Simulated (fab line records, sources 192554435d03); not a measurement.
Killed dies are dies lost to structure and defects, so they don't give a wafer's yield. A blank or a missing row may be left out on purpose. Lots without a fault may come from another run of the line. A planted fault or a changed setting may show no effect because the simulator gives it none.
Problem report in the 8D (eight disciplines) form, filled by code | flow n5_finfet | the parts of the form that need people (team, actions taken, sign-off) are left out

1. THE PROBLEM
bias_w at N5_BEOL_M8_ETCH_62 reads a mean of 161.4 W on 6 wafers of 2 lots; wafers without a fault read 150.1 W with a standard deviation of 0.44. That is +26 standard deviations from the usual mean.
The step: etches SOC in N2/H2, target depth 110 nm, overetch 22 nm, time 165 s.
First seen on wafer L743.1, day 10 02:25, on rie_diel-02. The record holds 33 wafers of 11 lots with a number at this step. Rule for "out", or "out of limits": more than 4 standard deviations from the usual mean. The other wafers with a number count as sound.

2. WHAT IT IS AND WHAT IT IS NOT
question                    | is                     | is not
which readings at this step | bias_w, rf_vpp_V       | drypump_motor_current_A, oes_product_au, showerhead_plenum_p_Torr, throttle_valve_pct
which lots                  | L743, L746             | L738, L744, L751, L754, L755, L756, L757, L759, L760
which wafers of those lots  | all that have a number | -
read on which tools         | rie_diel-02            | rie_diel-01, rie_diel-06
when                        | from day 10 02:25      | up to then (3 sound wafers); but 24 sound wafers of L744, L751, L754, L755, L756, L757, L759, L760 came after

3. SUSPECTS, AND WHAT RULES EACH OUT
Counting: a tool at a process step up to the reading stays a suspect if it ran every lot that is out and no sound lot after the first of them.
- cmp-02 at N5_BEOL_M7_CMP_52 (polishes, stops on SiCOH lowk, t overpolish 6.9 s, target thk 80 nm): ruled out as a lasting fault. Sound lots L755, L759, L760 ran on it after its first lot that is out, L743 (day 9 22:17).
- rie_diel-02 at N5_BEOL_M8_ETCH_62 (etches SOC in N2/H2, target depth 110 nm, overetch 22 nm, time 165 s): ruled out as a lasting fault. Sound lots L755, L759 ran on it after its first lot that is out, L743 (day 10 02:25).
Left after counting: nothing in the record.

4. THE CAUSE (what the simulator had put in)
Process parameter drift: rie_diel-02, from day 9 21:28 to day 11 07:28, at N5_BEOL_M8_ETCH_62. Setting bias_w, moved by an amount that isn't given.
Counting ruled it out, wrongly.

5. THE CHAIN OF EFFECTS, in route order
Each row: a reading whose mean over the struck wafers that have a number lies more than 3 standard deviations from the usual. Only readings for which the record gives a usual standard deviation are gone through. hours: the time from each lot's start at the first step in this table that gives one to its start at this step, as a median over the lots. sigmas: the change in usual standard deviations.
hours | step               | reading  | usual   | on struck wafers | change | sigmas
0     | N5_BEOL_M8_ETCH_62 | bias_w   | 150.1 W | 161.4            | +11.3  | +26
0     | N5_BEOL_M8_ETCH_62 | rf_vpp_V | 523.6 V | 549.5            | +25.9  | +9.6
The process steps in it:
- N5_BEOL_M8_ETCH_62: etches SOC in N2/H2, target depth 110 nm, overetch 22 nm, time 165 s.
Later measuring or inspecting steps at which every struck wafer that the step has a row for has a number for every such reading, and none has moved that far: N5_BEOL_M8_CD_MEAS_18.

6. WHAT WOULD HAVE CAUGHT IT SOONER
In this record the first reading out of limits was taken at day 10 02:25, 5 hours after the fault began at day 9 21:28.
